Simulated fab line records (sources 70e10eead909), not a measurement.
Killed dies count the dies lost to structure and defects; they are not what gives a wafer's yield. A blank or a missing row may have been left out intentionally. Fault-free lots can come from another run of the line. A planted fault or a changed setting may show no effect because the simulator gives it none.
One fault seen from 2 desks + flow nand-harc + each desk has only its own numbers; what lay behind them comes last

AT THE METROLOGY DESK
What the gauges read, lot by lot, whatever tool the lot ran on: means of the sampled wafers that have a number. Marked OUT: a lot whose mean sits more than 4 standard deviations from the usual mean, which makes it out of limits; the brackets give that distance.
Columns: A = overlay-x-nm at NHARC_A_SLIT_OVL_MEAS_10, usual 0.2 nm; B = overlay-y-nm at NHARC_A_SLIT_OVL_MEAS_10, usual 0.0 nm
| lot  | first seen here | A    | B    |
|------|-----------------|------|------|
| L842 | day 20 02:47    | 1.3  | 0.6  |
| L843 | day 20 10:04    | -0.6 | -0.6 |
| L846 | day 21 05:15    | -0.9 | -0.4 |
| L848 | day 22 04:33    | -1.2 | 1.0  |
| L849 | day 22 12:32    | 0.9  | -0.3 |
| L850 | day 23 05:48    | -0.0 | 0.1  |
| L858 | day 26 12:09    | 0.7  | 0.5  |
| L860 | day 27 12:43    | 1.2  | -0.8 |
| L861 | day 27 12:52    | -0.5 | 0.0  |
| L862 | day 28 11:52    | -1.4 | -0.7 |
| L863 | day 28 11:55    | 1.0  | 0.7  |
| L864 | day 28 23:58    | -0.7 | 0.3  |
| L865 | day 29 00:49    | 1.6  | 0.7  |
This desk's verdict: no lot among the 13 shows anything out of limits.

FOR THE TOOL OWNER'S DESK: rie-diel-08
The tool's own readings at NHARC_A_SLIT_ETCH_29 (etches the open film in CF4/O2, target depth 100 nm, overetch 10 nm, time 55 s): means of the sampled wafers that have a number, for each lot that ran on this tool. Marked OUT: a lot whose mean sits more than 4 standard deviations from the usual mean, which makes it out of limits; the brackets give that distance.
Columns: A = drypump-motor-current-A at NHARC_A_SLIT_ETCH_29, usual 6.0 A; B = oes_ar_750_au at NHARC_A_SLIT_ETCH_29, usual 1.000 a.u.; C = oes-product-au at NHARC_A_SLIT_ETCH_29, usual 0.996 a.u.; D = rf-vpp-V at NHARC_A_SLIT_ETCH_29, usual 197.4 V; E = showerhead-plenum-p-Torr at NHARC_A_SLIT_ETCH_29, usual 1.32 Torr; F = throttle-valve-pct at NHARC_A_SLIT_ETCH_29, usual 13.398 %
| lot  | first seen here | A   | B     | C     | D     | E    | F      |
|------|-----------------|-----|-------|-------|-------|------|--------|
| L842 | day 20 08:50    | 5.5 | 0.997 | 0.993 | 196.9 | 1.30 | 13.400 |
| L846 | day 21 11:08    | 5.5 | 1.000 | 0.997 | 197.7 | 1.31 | 13.397 |
| L849 | day 22 22:16    | 5.7 | 1.004 | 1.001 | 198.6 | 1.38 | 13.410 |
| L850 | day 23 11:40    | 5.8 | 1.003 | 0.967 | 197.7 | 1.32 | 13.398 |
| L863 | day 28 19:01    | 5.8 | 0.998 | 1.001 | 197.7 | 1.32 | 13.402 |
| L864 | day 29 05:50    | 5.8 | 1.000 | 0.993 | 197.8 | 1.31 | 13.399 |
This desk's verdict: no lot among the 6 shows anything out of limits.

TAKEN TOGETHER
The metrology desk saw nothing out of limits.
The desk of the tool owner found nothing out of limits.

WHAT THE SIMULATOR HAD PUT IN
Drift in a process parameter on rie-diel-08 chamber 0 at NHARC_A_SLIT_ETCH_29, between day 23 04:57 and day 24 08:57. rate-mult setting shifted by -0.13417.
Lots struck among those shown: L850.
